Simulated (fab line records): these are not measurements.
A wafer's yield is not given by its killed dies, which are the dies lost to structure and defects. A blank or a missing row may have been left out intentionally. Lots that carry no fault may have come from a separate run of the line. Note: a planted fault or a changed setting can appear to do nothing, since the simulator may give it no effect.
fab line records | flow n5_finfet
record lots=6 | wafers=18 | last_day=18
route steps=1938 shown BEOL_M1@777 BEOL_M4@1111
lots that met no fault: taken from a fault-free run of the same line
start_h: start of the lot's first displayed wafer, in hours after the record's first day | wait_h: hours since the lot's step before | " the same as in the row above | L1.1+2: a row that stands for several wafers | - no value, or no start was given | * or withheld: withheld | < > ~ a bound
route shown NAME@n: a module of which the file shows steps, and the number in the route of the first | usual: average and standard deviation across the fault-free wafers | same: alike in all rows | chamber/n: place in a boat | sites: the reading at each site | _std_site: the values' standard deviation | _edge_site: mean of outer sites minus mean of inner sites | radius_mm: how far each site lies from the wafer's centre | mask NAME#n: copy n | behind: the most recent tool/chamber to have shaped the wafer | hold: what put the lot on hold/how long, in hours/how the hold closed | device: the transistor (n, p or np) that didn't switch | end of line: the same wafers' tests at the end of the route | a step with no rows: only its recipe | killed: dies that structure and defects cost at the first sort, which is not the same as the wafer's yield | map: shows each die of a wafer: x if killed, . if not, _ if none is there
set.NAME: the setting as run; set.NAME@STEP: as run at that earlier step | model.NAME: the simulator's own value behind a step, which no gauge read
certain route steps with their lots: each step a table, each wafer a row
services: a tool's chamber out of use, with start hour (start_h, from the record's first day; less than 0 if before it), hours out, and reason
## steps
# step N5_BEOL_M1_COAT_67
# recipe resist=SOC | temp_c=250 | time_s=60 | spin_rpm=1500 | resist_thk_nm=60
# step N5_BEOL_M1_COAT_68
# recipe resist=SiARC | temp_c=220 | time_s=60 | spin_rpm=1500 | resist_thk_nm=12
# step N5_BEOL_M1_COAT_76
# recipe resist=underlayer | temp_c=205 | time_s=60 | spin_rpm=1500 | resist_thk_nm=5
# step N5_BEOL_M1_COAT_22
# recipe resist=CAR-EUV | spin_rpm=1500 | resist_thk_nm=30
# step N5_BEOL_M1_EBR_24
# recipe solvent=PGMEA | ebr_width_mm=1.5
# step N5_BEOL_M1_SOFTBAKE_23
# recipe temp_c=110 | time_s=60 | resist=CAR-EUV
# step N5_BEOL_M1_EXPOSE_25
# recipe mask_id=V0 | na=0.33 | source_shape=quasar | sigma_inner=0.2 | sigma_outer=0.8 | polarization=unpolarized | defocus_nm=5 | target_cd_nm=24 | dose_mj=63
# step N5_BEOL_M1_PEB_26
# recipe peb_temp_c=100 | peb_time_s=60 | resist=CAR-EUV
# step N5_BEOL_M1_DEVELOP_27
# recipe develop_time_s=30 | developer=TMAH | resist=CAR-EUV | rinse_liquid=surfactant_rinse | dry=air_spin | dev_temp_c=23
# step N5_BEOL_M1_CD_MEAS_28
# recipe landing_energy_ev=500 | detector=se_inlens | target_cd_y_nm=23.3
# usual cd_nm=24.08/0.27
lot.wafer | tool      | chamber | start_h | wait_h | cd_nm
L330.2    | cd_sem-03 | 0       | 125.57  | -      | 23.94
L330.4    | "         | 0       | "       | "      | 24.06
L330.6    | "         | 0       | "       | "      | 24.34
L345.2    | cd_sem-03 | 0       | 219.81  | -      | 24.11
L345.4    | "         | 0       | "       | "      | 24.53
L345.6    | "         | 0       | "       | "      | 23.80
L346.1    | cd_sem-02 | 0       | 229.35  | -      | 23.99
L346.2    | "         | 0       | "       | "      | 24.49
L346.4    | "         | 0       | "       | "      | 23.96
L347.4    | cd_sem-02 | 0       | 244.20  | -      | 23.98
L347.5    | "         | 0       | "       | "      | 23.79
L347.6    | "         | 0       | "       | "      | 23.79
L350.2    | cd_sem-03 | 0       | 250.71  | -      | 24.31
L350.4    | "         | 0       | "       | "      | 24.05
L350.5    | "         | 0       | "       | "      | 24.30
L351.2    | cd_sem-03 | 0       | 260.44  | -      | 24.15
L351.3    | "         | 0       | "       | "      | 24.09
L351.6    | "         | 0       | "       | "      | 24.13
# step N5_BEOL_M1_OVL_MEAS_29
# recipe points_per_wafer=522
# usual V0_OVL=-0.5/0.66
# same points_per_wafer=522
lot.wafer | tool       | chamber | start_h | wait_h | V0_OVL[nm]
L330.2    | overlay-01 | 0       | 125.61  | 0.0    | 0.1
L330.4    | "          | 0       | "       | "      | -0.1
L330.6    | "          | 0       | "       | "      | -0.5
L345.2    | overlay-01 | 0       | 219.84  | 0.0    | -1.1
L345.4    | "          | 0       | "       | "      | -1.4
L345.6    | "          | 0       | "       | "      | -0.9
L346.1    | overlay-01 | 0       | 229.38  | 0.0    | 0.2
L346.2    | "          | 0       | "       | "      | 0.5
L346.4    | "          | 0       | "       | "      | 0.1
L347.4    | overlay-02 | 0       | 244.24  | 0.0    | 0.0
L347.5    | "          | 0       | "       | "      | 0.0
L347.6    | "          | 0       | "       | "      | -0.2
L350.2    | overlay-02 | 0       | 250.75  | 0.0    | -0.4
L350.4    | "          | 0       | "       | "      | -0.8
L350.5    | "          | 0       | "       | "      | -0.1
L351.2    | overlay-02 | 0       | 260.48  | 0.0    | -0.8
L351.3    | "          | 0       | "       | "      | 0.5
L351.6    | "          | 0       | "       | "      | -0.3
# step N5_BEOL_M1_INSPECT_30
# recipe mode=adi | inspect_instrument=brightfield
# usual raw_defect_count=412/95
lot.wafer | tool              | chamber | start_h | wait_h | raw_defect_count
L330.2    | defect_inspect-02 | -       | 125.66  | 0.0    | 352
L330.4    | "                 | -       | "       | "      | 225
L330.6    | "                 | -       | "       | "      | 444
L345.2    | defect_inspect-02 | -       | 219.89  | 0.0    | 225
L345.4    | "                 | -       | "       | "      | 352
L345.6    | "                 | -       | "       | "      | 509
L346.1    | defect_inspect-02 | -       | 229.44  | 0.1    | 249
L346.2    | "                 | -       | "       | "      | 309
L346.4    | "                 | -       | "       | "      | 331
L347.4    | defect_inspect-02 | -       | 244.28  | 0.0    | 357
L347.5    | "                 | -       | "       | "      | 304
L347.6    | "                 | -       | "       | "      | 302
L350.2    | defect_inspect-01 | -       | 250.81  | 0.1    | 471
L350.4    | "                 | -       | "       | "      | 394
L350.5    | "                 | -       | "       | "      | 472
L351.2    | defect_inspect-01 | -       | 260.53  | 0.0    | 352
L351.3    | "                 | -       | "       | "      | 337
L351.6    | "                 | -       | "       | "      | 312
# step N5_BEOL_M1_DESCUM_33
# recipe chemistry=O2 | time_s=7 | source_power_w=50 | bias_power_w=20 | pressure_mtorr=20 | rf_frequency_hz=2.712e+07 | temp_c=40 | resist=CAR-EUV | o2_flow_sccm=225
# usual drypump_motor_current_A=5.6/0.55 | oes_product_au=0.78/0.087 | rf_fwd_power_W=49.36/0.24 | rf_vpp_V=243.2/1.3 | showerhead_plenum_p_Torr=2.10/0.066 | throttle_valve_pct=20.42/0.25
lot.wafer | tool        | chamber | start_h | wait_h | drypump_motor_current_A | oes_product_au | rf_fwd_power_W | rf_hours_counter_h | rf_vpp_V | showerhead_plenum_p_Torr | throttle_valve_pct | model.CAR-EUV_of_BEOL_M1_COAT_22.thk_nm
L330.2    | rie_diel-06 | 2       | 125.81  | 0.1    | 4.9                     | 0.95           | 49.20          | 14                 | 243.6    | 2.06                     | 19.95              | 26.2
L330.4    | "           | 1       | "       | "      | 5.1                     | 0.73           | 49.36          | 196                | 243.9    | 2.08                     | 20.46              | 26
L330.6    | "           | 2       | "       | "      | 5.0                     | 0.96           | 49.61          | -                  | 245.2    | 2.06                     | 19.94              | 26
L345.2    | rie_diel-06 | 3       | 219.93  | 0.0    | 5.7                     | 0.79           | 49.46          | 115                | 244.6    | 2.19                     | 20.33              | 25.2
L345.4    | "           | 2       | "       | "      | 5.0                     | 0.88           | 49.45          | 44                 | 242.2    | 2.05                     | 20.00              | 25.4
L345.6    | "           | 0       | "       | "      | 6.3                     | 0.75           | 49.17          | -                  | 241.4    | 1.99                     | 20.59              | 26.2
L346.1    | rie_diel-06 | 2       | 229.48  | 0.0    | 5.0                     | 0.88           | 49.27          | 46                 | 242.5    | 2.05                     | 19.98              | 26.2
L346.2    | "           | 3       | "       | "      | 5.8                     | 0.78           | 49.58          | 118                | 244.3    | 2.19                     | 20.33              | 25.2
L346.4    | "           | 0       | "       | "      | 6.2                     | 0.74           | 49.53          | 181                | 242.0    | 1.99                     | 20.60              | 25.2
L347.4    | rie_diel-03 | 3       | 244.31  | 0.0    | 5.5                     | 0.69           | 49.59          | 231                | 243.9    | 2.18                     | 20.77              | 26.2
L347.5    | "           | 0       | "       | "      | 6.5                     | 0.97           | 49.38          | -                  | 243.8    | 2.15                     | 20.10              | 26
L347.6    | "           | 3       | "       | "      | 5.4                     | 0.70           | 49.36          | -                  | 245.2    | 2.18                     | 20.78              | 26
L350.2    | rie_diel-03 | 3       | 250.84  | 0.0    | 5.4                     | 0.68           | 49.31          | 234                | 244.3    | 2.17                     | 20.78              | 26.2
L350.4    | "           | 0       | "       | "      | 6.5                     | 0.95           | 49.31          | 17                 | 243.0    | 2.15                     | 20.11              | 26.2
L350.5    | "           | 0       | "       | "      | 6.5                     | 0.95           | 49.44          | -                  | 242.8    | 2.15                     | 20.09              | 26.2
L351.2    | rie_diel-01 | 0       | 260.56  | 0.0    | 5.2                     | 0.75           | 48.75          | 171                | 242.6    | 2.09                     | 20.77              | 25.8
L351.3    | "           | 1       | "       | "      | 4.9                     | 0.69           | 49.44          | 219                | 245.6    | 2.14                     | 20.36              | 26
L351.6    | "           | 1       | "       | "      | 4.9                     | 0.69           | 49.37          | -                  | 244.6    | 2.14                     | 20.36              | 26
# step N5_BEOL_M1_ETCH_77
# recipe chemistry=N2/H2 | target=underlayer | target_depth_a=65 | mask_material=CAR-EUV | time_s=5.2 | ion_energy_ev=200 | pressure_mtorr=30 | source_w=840 | bias_w=150 | n2_flow_sccm=200 | h2_flow_sccm=200 | ends=cleared
# usual drypump_motor_current_A=5.6/0.55 | etch_rf_on_time_s=5.22/0.12 | oes_product_au=0.67/0.072 | rf_fwd_power_W=819.2/2.5 | rf_vpp_V=523.8/2.4 | showerhead_plenum_p_Torr=2.54/0.082 | throttle_valve_pct=17.81/0.22
lot.wafer | tool        | chamber | start_h | wait_h | drypump_motor_current_A | etch_rf_on_time_s | oes_product_au | rf_fwd_power_W | rf_hours_counter_h | rf_vpp_V | showerhead_plenum_p_Torr | throttle_valve_pct
L330.2    | rie_diel-06 | 2       | 125.84  | 0.0    | 4.9                     | 5.22              | 0.80           | 817.4          | 14                 | 523.9    | 2.50                     | 17.39
L330.4    | "           | 1       | "       | "      | 5.1                     | 5.22              | 0.62           | 815.7          | 196                | 522.3    | 2.51                     | 17.72
L330.6    | "           | 2       | "       | "      | 4.9                     | 5.16              | 0.80           | 815.1          | -                  | 523.0    | 2.50                     | 17.38
L345.2    | rie_diel-06 | 3       | 219.96  | 0.0    | 5.7                     | 5.21              | 0.68           | 815.0          | 115                | 527.0    | 2.65                     | 17.69
L345.4    | "           | 2       | "       | "      | 5.0                     | 5.20              | 0.75           | 822.4          | 44                 | 522.8    | 2.49                     | 17.47
L345.6    | "           | 0       | "       | "      | 6.3                     | 5.26              | 0.64           | 821.9          | -                  | 520.6    | 2.41                     | 17.97
L346.1    | rie_diel-06 | 2       | 229.51  | 0.0    | 4.9                     | 5.21              | 0.75           | 817.4          | 46                 | 523.6    | 2.49                     | 17.46
L346.2    | "           | 3       | "       | "      | 5.7                     | 5.15              | 0.67           | 817.3          | 118                | 525.3    | 2.65                     | 17.71
L346.4    | "           | 0       | "       | "      | 6.2                     | 5.33              | 0.63           | 819.3          | 181                | 520.8    | 2.41                     | 17.97
L347.4    | rie_diel-03 | 3       | 244.35  | 0.0    | 5.4                     | 5.17              | 0.59           | 817.9          | 231                | 525.3    | 2.62                     | 18.11
L347.5    | "           | 0       | "       | "      | 6.5                     | 5.13              | 0.79           | 817.5          | -                  | 524.8    | 2.61                     | 17.64
L347.6    | "           | 3       | "       | "      | 5.5                     | 5.18              | 0.59           | 820.8          | -                  | 527.7    | 2.62                     | 18.11
L350.2    | rie_diel-03 | 3       | 250.88  | 0.0    | 5.4                     | 5.17              | 0.58           | 819.9          | 234                | 525.6    | 2.62                     | 18.13
L350.4    | "           | 0       | "       | "      | 6.5                     | 5.12              | 0.80           | 817.6          | 17                 | 524.5    | 2.61                     | 17.62
L350.5    | "           | 0       | "       | "      | 6.5                     | 5.13              | 0.81           | 819.6          | -                  | 526.1    | 2.61                     | 17.64
L351.2    | rie_diel-01 | 0       | 260.60  | 0.0    | 5.2                     | 4.93              | 0.66           | 818.4          | 171                | 525.1    | 2.53                     | 18.17
L351.3    | "           | 1       | "       | "      | 4.9                     | 5.25              | 0.57           | 818.2          | 219                | 526.7    | 2.62                     | 17.86
L351.6    | "           | 1       | "       | "      | 4.8                     | 5.24              | 0.59           | 816.6          | -                  | 525.8    | 2.62                     | 17.86
# step N5_BEOL_M1_ETCH_69
# recipe chemistry=CF4 | target=SiARC | target_depth_a=156 | mask_material=CAR-EUV | time_s=26 | ion_energy_ev=80 | pressure_mtorr=40 | source_w=545 | bias_w=36 | Ar_flow_sccm=100 | cf4_flow_sccm=100 | ends=cleared
# usual drypump_motor_current_A=5.6/0.56 | etch_rf_on_time_s=26.1/0.6 | mfc_ar_sccm=100.0/0.3 | oes_product_au=0.67/0.07 | rf_fwd_power_W=532.3/2 | rf_vpp_V=184.0/1.1 | showerhead_plenum_p_Torr=2.14/0.064 | throttle_valve_pct=15.59/0.27
lot.wafer | tool        | chamber | start_h | wait_h | drypump_motor_current_A | etch_rf_on_time_s | mfc_ar_sccm | oes_product_au | rf_fwd_power_W | rf_hours_counter_h | rf_vpp_V | showerhead_plenum_p_Torr | throttle_valve_pct
L330.2    | rie_diel-06 | 2       | 125.86  | 0.0    | 5.0                     | 26.1              | 100.3       | 0.79           | 532.4          | 14                 | 183.6    | 2.10                     | 15.06
L330.4    | "           | 1       | "       | "      | 5.1                     | 26.2              | 100.5       | 0.63           | 531.8          | 196                | 184.1    | 2.13                     | 15.66
L330.6    | "           | 2       | "       | "      | 4.9                     | 26.0              | 100.2       | 0.80           | 531.2          | -                  | 183.0    | 2.10                     | 15.03
L345.2    | rie_diel-06 | 3       | 219.98  | 0.0    | 5.7                     | 26.3              | 100.0       | 0.67           | 536.0          | 115                | 184.7    | 2.23                     | 15.58
L345.4    | "           | 2       | "       | "      | 4.9                     | 26.1              | 100.8       | 0.75           | 529.8          | 44                 | 183.5    | 2.09                     | 15.09
L345.6    | "           | 0       | "       | "      | 6.2                     | 26.9              | 100.0       | 0.63           | 531.7          | -                  | 183.9    | 2.05                     | 15.83
L346.1    | rie_diel-06 | 2       | 229.53  | 0.0    | 4.9                     | 26.2              | 100.3       | 0.74           | 530.0          | 46                 | 182.7    | 2.09                     | 15.09
L346.2    | "           | 3       | "       | "      | 5.7                     | 26.2              | 100.3       | 0.67           | 533.1          | 118                | 187.2    | 2.23                     | 15.57
L346.4    | "           | 0       | "       | "      | 6.3                     | 26.6              | 100.4       | 0.64           | 531.6          | 181                | 183.9    | 2.05                     | 15.83
L347.4    | rie_diel-03 | 3       | 244.37  | 0.0    | 5.4                     | 25.8              | 99.7        | 0.59           | 527.8          | 231                | 185.4    | 2.19                     | 15.87
L347.5    | "           | 0       | "       | "      | 6.5                     | 25.5              | 99.8        | 0.82           | 532.1          | -                  | 185.0    | 2.18                     | 15.11
L347.6    | "           | 3       | "       | "      | 5.5                     | 25.8              | 99.9        | 0.59           | 529.6          | -                  | 184.4    | 2.19                     | 15.86
L350.2    | rie_diel-03 | 3       | 250.89  | 0.0    | 5.4                     | 25.9              | 100.0       | 0.59           | 533.0          | 234                | 186.2    | 2.19                     | 15.88
L350.4    | "           | 0       | "       | "      | 6.5                     | 25.8              | 100.3       | 0.80           | 530.1          | 17                 | 185.0    | 2.18                     | 15.12
L350.5    | "           | 0       | "       | "      | 6.5                     | 26.0              | 100.0       | 0.80           | 531.2          | -                  | 184.8    | 2.18                     | 15.11
L351.2    | rie_diel-01 | 0       | 260.61  | 0.0    | 5.2                     | 24.9              | 99.4        | 0.65           | 531.4          | 171                | 182.6    | 2.14                     | 15.97
L351.3    | "           | 1       | "       | "      | 4.8                     | 26.1              | 100.3       | 0.59           | 531.4          | 219                | 185.9    | 2.20                     | 15.67
L351.6    | "           | 1       | "       | "      | 4.8                     | 26.0              | 100.2       | 0.59           | 532.2          | -                  | 184.3    | 2.20                     | 15.67
# step N5_BEOL_M1_ALD_98
# recipe material=SiO2 | target_thk_a=25 | temp_c=100 | ald_precursor_family=BDEAS | ald_co_reactant=O2-plasma | pulse_time_s=1 | co_reactant_pulse_time_s=1 | purge_time_s=2 | co_reactant_purge_time_s=2 | ald_cycles=17 | pressure_torr=2
# usual heater_power_w=74/7.7 | precursor_pulse_height_rel=1.001/0.021 | susceptor_temp_C=100.01/0.12
# same co_reactant_purge_time_s=2 | pulse_time_s=1
lot.wafer | tool       | chamber | start_h | wait_h | heater_power_w | precursor_pulse_height_rel | susceptor_temp_C
L330.2    | ald_sin-04 | 3       | 125.94  | 0.1    | 73             | 1.007                      | 99.94
L330.4    | "          | 0       | "       | "      | 60             | 1.000                      | 99.83
L330.6    | "          | 0       | "       | "      | 59             | 0.987                      | 100.13
L345.2    | ald_sin-03 | 2       | 220.06  | 0.1    | 83             | 1.005                      | 100.14
L345.4    | "          | 0       | "       | "      | 88             | 0.981                      | 100.08
L345.6    | "          | 2       | "       | "      | 83             | 1.024                      | 100.17
L346.1    | ald_sin-04 | 2       | 229.61  | 0.1    | 70             | 0.974                      | 100.20
L346.2    | "          | 3       | "       | "      | 76             | 0.973                      | 100.12
L346.4    | "          | 0       | "       | "      | 60             | 0.997                      | 99.80
L347.4    | ald_sin-04 | 0       | 244.45  | 0.1    | 59             | 1.005                      | 99.94
L347.5    | "          | 2       | "       | "      | 71             | 0.990                      | 100.07
L347.6    | "          | 1       | "       | "      | 77             | 0.965                      | 100.00
L350.2    | ald_sin-03 | 3       | 250.98  | 0.1    | 71             | 0.983                      | 100.02
L350.4    | "          | 1       | "       | "      | 74             | 0.983                      | 100.16
L350.5    | "          | 0       | "       | "      | 88             | 1.044                      | 99.80
L351.2    | ald_sin-04 | 2       | 260.70  | 0.1    | 70             | 0.986                      | 99.95
L351.3    | "          | 0       | "       | "      | 60             | 1.038                      | 99.72
L351.6    | "          | 0       | "       | "      | 60             | 0.987                      | 99.92
# step N5_BEOL_M1_ETCHBACK_99
# recipe chemistry=CHF3 | target=SiO2 | target_depth_a=50 | time_s=10.4 | source_w=215 | bias_w=47 | Ar_flow_sccm=200 | CHF3_flow_sccm=12 | ion_energy_ev=100 | pressure_mtorr=30
# usual drypump_motor_current_A=5.7/0.57 | mfc_ar_sccm=199.9/0.55 | oes_f_703_au=0.76/0.075 | oes_product_au=0.76/0.083 | rf_fwd_power_W=212.3/0.89 | rf_vpp_V=239/5.4 | showerhead_plenum_p_Torr=2.16/0.061 | throttle_valve_pct=17.09/0.22
lot.wafer | tool        | chamber | start_h | wait_h | drypump_motor_current_A | mfc_ar_sccm | oes_f_703_au | oes_product_au | rf_fwd_power_W | rf_hours_counter_h | rf_vpp_V | showerhead_plenum_p_Torr | throttle_valve_pct | model.CAR-EUV_of_BEOL_M1_COAT_22.thk_nm
L330.2    | rie_diel-06 | 1       | 128.98  | 3.0    | 5.0                     | 199.4       | 0.76         | 0.73           | 213.7          | 197                | 232      | 2.13                     | 17.08              | 10.6
L330.4    | "           | 3       | "       | "      | 5.7                     | 199.3       | 0.79         | 0.82           | 213.7          | 88                 | 255      | 2.26                     | 16.95              | 10.4
L330.6    | "           | 1       | "       | "      | 5.1                     | 199.4       | 0.76         | 0.73           | 213.9          | -                  | 231      | 2.13                     | 17.08              | 10.4
L345.2    | rie_diel-06 | 0       | 233.00  | 12.9   | 6.3                     | 199.3       | 0.74         | 0.74           | 212.7          | 182                | 242      | 2.05                     | 17.29              | 9.6
L345.4    | "           | 2       | "       | "      | 5.0                     | 199.3       | 0.84         | 0.88           | 211.6          | 47                 | 245      | 2.10                     | 16.62              | 9.6
L345.6    | "           | 1       | "       | "      | 5.1                     | 199.6       | 0.74         | 0.70           | 213.6          | -                  | 232      | 2.12                     | 17.14              | 10.4
L346.1    | rie_diel-03 | 3       | 234.03  | 4.4    | 5.4                     | 199.2       | 0.69         | 0.69           | 212.0          | 228                | 238      | 2.21                     | 17.28              | 10.4
L346.2    | "           | 0       | "       | "      | 6.5                     | 200.2       | 0.93         | 0.96           | 213.0          | 11                 | 249      | 2.19                     | 16.57              | 9.6
L346.4    | "           | 1       | "       | "      | 5.7                     | 199.8       | 0.86         | 0.87           | 211.6          | -                  | 238      | 2.18                     | 16.80              | 9.6
L347.4    | rie_diel-01 | 1       | 245.26  | 0.8    | 4.8                     | 199.5       | 0.70         | 0.69           | 213.6          | -                  | 236      | 2.21                     | 17.06              | 10.4
L347.5    | "           | 2       | "       | "      | 6.0                     | 200.1       | 0.80         | 0.79           | 211.5          | -                  | 236      | 2.19                     | 17.17              | 10.4
L347.6    | "           | 3       | "       | "      | 5.9                     | 199.9       | 0.72         | 0.71           | 212.0          | -                  | 235      | 2.04                     | 17.21              | 10.2
L350.2    | rie_diel-01 | 2       | 253.25  | 2.2    | 6.0                     | 200.3       | 0.80         | 0.78           | 211.4          | 111                | 236      | 2.19                     | 17.18              | 10.4
L350.4    | "           | 1       | "       | "      | 4.8                     | 200.4       | 0.69         | 0.68           | 212.9          | -                  | 238      | 2.21                     | 17.07              | 10.6
L350.5    | "           | 3       | "       | "      | 5.9                     | 199.9       | 0.72         | 0.71           | 211.6          | -                  | 235      | 2.04                     | 17.22              | 10.6
L351.2    | rie_diel-06 | 0       | 266.78  | 6.0    | 6.2                     | 200.0       | 0.74         | 0.73           | 212.8          | 191                | 242      | 2.05                     | 17.30              | 10.2
L351.3    | "           | 2       | "       | "      | 5.0                     | 199.9       | 0.82         | 0.85           | 212.2          | 57                 | 243      | 2.10                     | 16.63              | 10.4
L351.6    | "           | 0       | "       | "      | 6.2                     | 199.1       | 0.74         | 0.72           | 212.1          | -                  | 241      | 2.05                     | 17.30              | 10.2
# step N5_BEOL_M1_ETCH_70
# recipe chemistry=N2/H2 | target=SOC | target_depth_a=800 | overetch_a=160 | mask_material=SiARC | temp_c=40 | time_s=120 | ion_energy_ev=200 | pressure_mtorr=30 | source_w=840 | bias_w=150 | n2_flow_sccm=200 | h2_flow_sccm=200
# usual drypump_motor_current_A=5.7/0.56 | oes_product_au=0.58/0.061 | rf_fwd_power_W=835.0/2.9 | rf_vpp_V=524.2/2.2 | showerhead_plenum_p_Torr=2.55/0.076 | throttle_valve_pct=17.83/0.18
lot.wafer | tool        | chamber | start_h | wait_h | drypump_motor_current_A | oes_product_au | rf_fwd_power_W | rf_hours_counter_h | rf_vpp_V | showerhead_plenum_p_Torr | throttle_valve_pct
L330.2    | rie_diel-06 | 1       | 129.01  | 0.0    | 5.1                     | 0.57           | 834.7          | 197                | 522.5    | 2.51                     | 17.69
L330.4    | "           | 3       | "       | "      | 5.7                     | 0.63           | 840.8          | 88                 | 526.8    | 2.67                     | 17.63
L330.6    | "           | 1       | "       | "      | 5.1                     | 0.57           | 834.3          | -                  | 523.0    | 2.51                     | 17.67
L345.2    | rie_diel-06 | 0       | 233.04  | 0.0    | 6.2                     | 0.58           | 833.9          | 182                | 519.3    | 2.41                     | 17.94
L345.4    | "           | 2       | "       | "      | 5.0                     | 0.67           | 835.6          | 47                 | 522.8    | 2.49                     | 17.43
L345.6    | "           | 1       | "       | "      | 5.0                     | 0.55           | 836.4          | -                  | 522.2    | 2.50                     | 17.74
L346.1    | rie_diel-03 | 3       | 234.06  | 0.0    | 5.5                     | 0.53           | 837.4          | 228                | 526.1    | 2.62                     | 18.05
L346.2    | "           | 0       | "       | "      | 6.5                     | 0.73           | 834.8          | 11                 | 525.7    | 2.61                     | 17.58
L346.4    | "           | 1       | "       | "      | 5.7                     | 0.67           | 831.4          | -                  | 523.6    | 2.59                     | 17.64
L347.4    | rie_diel-01 | 1       | 245.32  | 0.0    | 4.8                     | 0.53           | 838.9          | -                  | 526.2    | 2.62                     | 17.81
L347.5    | "           | 2       | "       | "      | 6.0                     | 0.60           | 833.5          | -                  | 524.2    | 2.55                     | 17.81
L347.6    | "           | 3       | "       | "      | 5.9                     | 0.56           | 831.1          | -                  | 521.8    | 2.43                     | 18.07
L350.2    | rie_diel-01 | 2       | 253.29  | 0.0    | 6.0                     | 0.59           | 833.7          | 111                | 524.3    | 2.55                     | 17.83
L350.4    | "           | 1       | "       | "      | 4.8                     | 0.53           | 833.6          | -                  | 525.6    | 2.62                     | 17.82
L350.5    | "           | 3       | "       | "      | 5.9                     | 0.56           | 832.8          | -                  | 520.9    | 2.43                     | 18.09
L351.2    | rie_diel-06 | 0       | 266.81  | 0.0    | 6.2                     | 0.57           | 835.0          | 191                | 521.9    | 2.40                     | 17.95
L351.3    | "           | 2       | "       | "      | 5.0                     | 0.65           | 836.0          | 57                 | 521.0    | 2.48                     | 17.43
L351.6    | "           | 0       | "       | "      | 6.2                     | 0.57           | 839.8          | -                  | 520.2    | 2.40                     | 17.97
# step N5_BEOL_M4_RC_MEAS_101
# usual DIBL_N=36.2/1.6 | DIBL_P=36.5/1.9 | IOFF_N=0.158/0.027 | IOFF_P=0.21/0.038 | ION_N=675/12 | ION_P=464/8.9 | SS_N=71.5/0.61 | SS_P=73.4/0.59 | VT_N=250.4/3 | VT_P=-250/3.6
lot.wafer | tool      | chamber | start_h | wait_h | DIBL_N[mV/V] | DIBL_P[mV/V] | IOFF_N[nA/um] | IOFF_P[nA/um] | ION_N[uA/um] | ION_P[uA/um] | SS_N[mV/dec] | SS_P[mV/dec] | VT_N[mV] | VT_P[mV]
L330.2    | prober-01 | 0       | 164.55  | 0.2    | 37.2         | 37.7         | 0.177         | 0.24          | 689          | 471          | 72.6         | 73.8         | 247.7    | -247
L330.4    | "         | 0       | "       | "      | 36.0         | 36.2         | 0.144         | 0.21          | 675          | 467          | 70.5         | 73.4         | 252.2    | -250
L330.6    | "         | 0       | "       | "      | 37.2         | 38.0         | 0.173         | 0.25          | 684          | 471          | 72.0         | 73.7         | 250.8    | -247
L345.2    | prober-02 | 0       | 276.97  | 0.2    | 35.5         | 35.7         | 0.137         | 0.18          | 682          | 465          | 70.4         | 72.0         | 254.0    | -254
L345.4    | "         | 0       | "       | "      | 36.5         | 35.6         | 0.151         | 0.18          | 675          | 457          | 71.9         | 73.7         | 249.8    | -253
L345.6    | "         | 0       | "       | "      | 37.0         | 36.4         | 0.165         | 0.20          | 690          | 471          | 71.0         | 72.8         | 248.1    | -250
L346.1    | prober-01 | 0       | 279.61  | 0.0    | 36.4         | 37.3         | 0.157         | 0.20          | 678          | 461          | 72.5         | 73.5         | 250.1    | -253
L346.2    | "         | 0       | "       | "      | 33.2         | 34.9         | 0.121         | 0.18          | 669          | 465          | 70.8         | 72.5         | 253.1    | -253
L346.4    | "         | 0       | "       | "      | 35.4         | 35.7         | 0.145         | 0.20          | 665          | 453          | 71.5         | 73.4         | 251.5    | -254
L347.4    | prober-01 | 0       | 281.71  | 0.5    | 37.5         | 38.3         | 0.174         | 0.26          | 692          | 475          | 71.1         | 74.4         | 245.8    | -245
L347.5    | "         | 0       | "       | "      | 37.9         | 38.2         | 0.169         | 0.25          | 690          | 481          | 71.9         | 73.6         | 249.3    | -247
L347.6    | "         | 0       | "       | "      | 35.0         | 35.0         | 0.132         | 0.20          | 672          | 461          | 71.0         | 72.5         | 254.3    | -248
L350.2    | prober-02 | 0       | 302.73  | 0.2    | 36.4         | 36.0         | 0.164         | 0.18          | 670          | 446          | 71.3         | 72.3         | 248.3    | -250
L350.4    | "         | 0       | "       | "      | 36.4         | 36.8         | 0.172         | 0.21          | 681          | 463          | 71.4         | 72.8         | 247.4    | -251
L350.5    | "         | 0       | "       | "      | 35.2         | 35.0         | 0.146         | 0.17          | 661          | 454          | 71.2         | 72.1         | 250.7    | -253
L351.2    | prober-02 | 0       | 320.73  | 0.2    | 32.1         | 32.0         | 0.105         | 0.19          | 649          | 463          | 69.8         | 72.3         | 255.3    | -249
L351.3    | "         | 0       | "       | "      | 34.7         | 35.8         | 0.149         | 0.24          | 675          | 474          | 71.5         | 73.7         | 248.6    | -242
L351.6    | "         | 0       | "       | "      | 35.4         | 36.2         | 0.154         | 0.25          | 672          | 472          | 72.1         | 73.5         | 249.7    | -245
## services
tool        | chamber | start_h | hours | kind
ald_sin-04  | -       | 112.99  | 6.1   | pm
rie_diel-03 | -       | 116.21  | 0.6   | repair
rie_diel-03 | -       | 123.78  | 2.8   | pm
rie_diel-06 | 0       | 160.21  | 2.8   | repair
rie_diel-03 | 0       | 178.59  | -     | clean
rie_diel-03 | 0       | 178.59  | -     | consumable_replace:focus_ring
rie_diel-03 | 0       | 178.59  | 26.3  | scheduled_down
rie_diel-03 | 0       | 178.59  | 26.3  | vent_cycle
ald_sin-04  | -       | 210.37  | 2.8   | pm
rie_diel-06 | 0       | 213.00  | 3.4   | repair
rie_diel-03 | 2       | 217.30  | -     | clean
rie_diel-03 | 2       | 217.30  | -     | consumable_replace:focus_ring
rie_diel-03 | 2       | 217.30  | 20.1  | scheduled_down
rie_diel-03 | 2       | 217.30  | 20.1  | vent_cycle
ald_sin-04  | -       | 219.39  | 0.8   | repair
rie_diel-01 | 1       | 226.18  | 3.6   | repair
rie_diel-01 | 0       | 241.59  | 12.8  | repair
rie_diel-03 | 2       | 266.47  | 4.2   | repair
## key
first_sign none at tools or gauges
model_effect step=N5_BEOL_M1_DESCUM_33 | value=CAR-EUV_of_BEOL_M1_COAT_22.thk_nm | without=26.15 | struck=25.25
model_effect step=N5_BEOL_M1_ETCHBACK_99 | value=CAR-EUV_of_BEOL_M1_COAT_22.thk_nm | without=10.55 | struck=9.6
met_at N5_BEOL_M1_DESCUM_33
struck_wafers L345.2,L345.4,L346.2,L346.4
onset_between 125.81 219.93
fault kind=process_parameter_drift | tool=rie_diel-06 | chamber=- | onset_h=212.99 | steps=N5_BEOL_M1_DESCUM_33 | channel=time_s | offset=* | shape=step | end_h=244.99 | scope=struck_wafers_only | acts_in=* | stated=*
